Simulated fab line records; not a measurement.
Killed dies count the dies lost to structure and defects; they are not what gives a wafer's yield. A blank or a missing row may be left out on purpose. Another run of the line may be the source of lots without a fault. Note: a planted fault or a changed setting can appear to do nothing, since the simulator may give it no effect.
Which tool is to blame? -- flow nand harc -- 11 lots with 33 wafers sampled at 4 steps, on a route of 1302 steps

== WHAT THE GAUGES SHOWED, per wafer ==
NHARC_P_GATE_CD_MEAS_26: target cd 120 nm. Usual: cd nm reads 120.3 nm (standard deviation 0.74).
lot,measured,on,cd nm (nm),flag
L180,day 5 07:44,cd sem-01,120.3 119.8 120.5,
L182,day 6 05:19,cd sem-02,120.4 120.2 121.5,
L183,day 6 16:56,cd sem-02,119.3 118.4 119.7,
L184,day 6 23:44,cd sem-01,120.1 120.1 119.3,
L186,day 8 04:12,cd sem-01,121.4 120.7 121.1,
L192,day 11 00:01,cd sem-01,125.8 126.5 126.4,OFF
L193,day 10 23:43,cd sem-02,125.5 126.6 126.0,OFF
L196,day 11 21:39,cd sem-03,120.1 119.0 119.9,
L197,day 12 10:19,cd sem-02,120.4 120.5 119.2,
L200,day 13 22:26,cd sem-03,121.6 122.2 121.1,
L201,day 14 04:23,cd sem-01,121.0 120.2 120.9,

== WHICH TOOL RAN EACH LOT (tool, then ch and the chambers of the sampled wafers, then the start) ==
lot,NHARC_P_STI_ETCH_31,NHARC_P_STI_ETCH_15,NHARC_P_GATE_PEB_24
L180,"rie diel-13 ch 0,2,3, day 3 07:14 or earlier","rie si-04 ch 0,1, day 3 07:14","litho track-01 ch 0, day 5 07:39"
L182,"rie diel-11 ch 1,2,3, day 4 02:58 or earlier","rie si-04 ch 0,3, day 4 02:58","litho track-01 ch 0, day 6 05:14"
L183,"rie diel-09 ch 0,1,2, day 4 14:11 or earlier","rie si-06 ch 0,2,3, day 4 14:11","litho track-06 ch 0, day 6 16:52"
L184,"rie diel-11 ch 1,2, day 4 23:18 or earlier","rie si-06 ch 1,2, day 4 23:18","litho track-01 ch 0, day 6 23:40"
L186,"rie diel-11 ch 0,3, day 5 17:31 or earlier","rie si-04 ch 0,3, day 5 17:31","litho track-04 ch 0, day 8 04:07"
L192,"rie diel-13 ch 0,3, day 8 08:28 or earlier","rie si-01 ch 2,3, day 8 08:28","litho track-01 ch 0, day 10 23:56"
L193,"rie diel-13 ch 1,2,3, day 8 14:49 or earlier","rie si-06 ch 0,2, day 8 14:49","litho track-01 ch 0, day 10 23:38"
L196,"rie diel-09 ch 0,2,3, day 9 21:12 or earlier","rie si-06 ch 1,2,3, day 9 21:12","litho track-06 ch 0, day 11 21:34"
L197,"rie diel-09 ch 0,2,3, day 10 08:20 or earlier","rie si-04 ch 0,2,3, day 10 08:20","litho track-06 ch 0, day 12 10:14"
L200,"rie diel-11 ch 1,2, day 11 13:29 or earlier","rie si-04 ch 0,1, day 11 13:29","litho track-04 ch 0, day 13 22:21"
L201,"rie diel-13 ch 0,1,3, day 12 00:41 or earlier","rie si-04 ch 0,1,2, day 12 00:41","litho track-01 ch 0, day 14 04:18"
- NHARC_P_STI_ETCH_31: etches the open film in CF4/CHF3, target depth 108.9 nm, time 54.5 s.
- NHARC_P_STI_ETCH_15: etches the open film in HBr/Cl2, target depth 300 nm, time 100.1 s.
- NHARC_P_GATE_PEB_24: peb time 65 s.

== WHAT THE TOOLS THEMSELVES READ (means of the sampled wafers that have a number; where no wafer has one, the mark that the record gives instead) ==
NHARC_P_STI_ETCH_31. Usual: chamber pressure mTorr 25.00 mTorr, standard deviation 0.033; drypump motor current A 5.7 A, standard deviation 0.51; oes product au 0.962 a.u., standard deviation 0.017; rf vpp V 370.7 V, standard deviation 2.5; showerhead plenum p Torr 1.58 Torr, standard deviation 0.07; throttle valve pct 16.801 %, standard deviation 0.0095.
lot,tool,chamber pressure mTorr (mTorr),drypump motor current A (A),oes product au (a.u.),rf vpp V (V),showerhead plenum p Torr (Torr),throttle valve pct (%),flag
L180,rie diel-13,25.01,5.7,0.969,370.2,1.56,16.808,
L182,rie diel-11,25.00,5.6,0.960,369.8,1.54,16.787,
L183,rie diel-09,25.00,6.1,0.959,371.9,1.61,16.803,
L184,rie diel-11,24.91,5.3,0.969,369.0,1.52,16.799,
L186,rie diel-11,25.00,5.7,0.973,371.6,1.59,16.801,
L192,rie diel-13,25.01,5.7,0.969,370.1,1.58,16.810,
L193,rie diel-13,25.00,6.1,0.967,370.6,1.58,16.800,
L196,rie diel-09,25.02,6.0,0.963,372.8,1.64,16.801,
L197,rie diel-09,25.01,6.0,0.967,372.8,1.64,16.802,
L200,rie diel-11,25.01,5.3,0.971,369.2,1.51,16.804,
L201,rie diel-13,25.02,6.0,0.970,371.5,1.60,16.803,

NHARC_P_STI_ETCH_15. Usual: chamber pressure mTorr 15.000 mTorr, standard deviation 0.012; drypump motor current A 5.7 A, standard deviation 0.31; oes product au 1.001 a.u., standard deviation 0.0082; throttle valve pct 26.406 %, standard deviation 0.0085.
lot,tool,chamber pressure mTorr (mTorr),drypump motor current A (A),oes product au (a.u.),throttle valve pct (%),flag
L180,rie si-04,14.998,5.8,1.000,26.413,
L182,rie si-04,15.000,5.7,0.999,26.410,
L183,rie si-06,14.999,5.9,0.991,26.405,
L184,rie si-06,15.016,5.5,1.007,26.402,
L186,rie si-04,15.000,5.7,0.997,26.415,
L192,rie si-01,15.004,6.3,0.996,26.409,
L193,rie si-06,14.997,5.7,1.000,26.406,
L196,rie si-06,14.995,5.8,1.005,26.407,
L197,rie si-04,15.008,5.6,0.998,26.411,
L200,rie si-04,15.008,5.8,1.000,26.404,
L201,rie si-04,15.003,5.7,0.999,26.403,

NHARC_P_GATE_PEB_24. Usual: heater power total W reads 156.6 W (standard deviation 0.43).
lot,tool,heater power total W (W),flag
L180,litho track-01,157.0,
L182,litho track-01,156.1,
L183,litho track-06,156.6,
L184,litho track-01,156.9,
L186,litho track-04,156.7,
L192,litho track-01,170.7,OFF
L193,litho track-01,171.1,OFF
L196,litho track-06,157.0,
L197,litho track-06,156.8,
L200,litho track-04,156.5,
L201,litho track-01,156.5,

== THE ANSWER, worked out from the rows above alone ==
Rule: a lot is off if the mean of its wafers that have a number lies more than 3 standard deviations from the usual mean. A lot without any number at a reading at which 4 lots or more have one is off too. The other lots that the step has rows for count as sound. First the gauges in route order, then the tools' own readings, where a lot's mean is used as printed above. At the first step where some lot is off, the reading lying furthest off is the one used; lots without a number count as furthest.
Off: L192, L193 (NHARC_P_GATE_CD_MEAS_26, cd nm).
A tool fits if, at a process step before that reading, it ran every lot that is off, and no sound lot after the first of them. Not tried: the gauges at NHARC_P_GATE_CD_MEAS_26; whatever is off there is also off at NHARC_P_GATE_PEB_24, on other tools, and gauge error can't account for it. NHARC_P_STI_ETCH_31 gives no start for some lots, so the hours and the order of its lots are those of NHARC_P_STI_ETCH_15. Of those tried, none fits.

== WHAT THE SIMULATOR HAD INSERTED ==
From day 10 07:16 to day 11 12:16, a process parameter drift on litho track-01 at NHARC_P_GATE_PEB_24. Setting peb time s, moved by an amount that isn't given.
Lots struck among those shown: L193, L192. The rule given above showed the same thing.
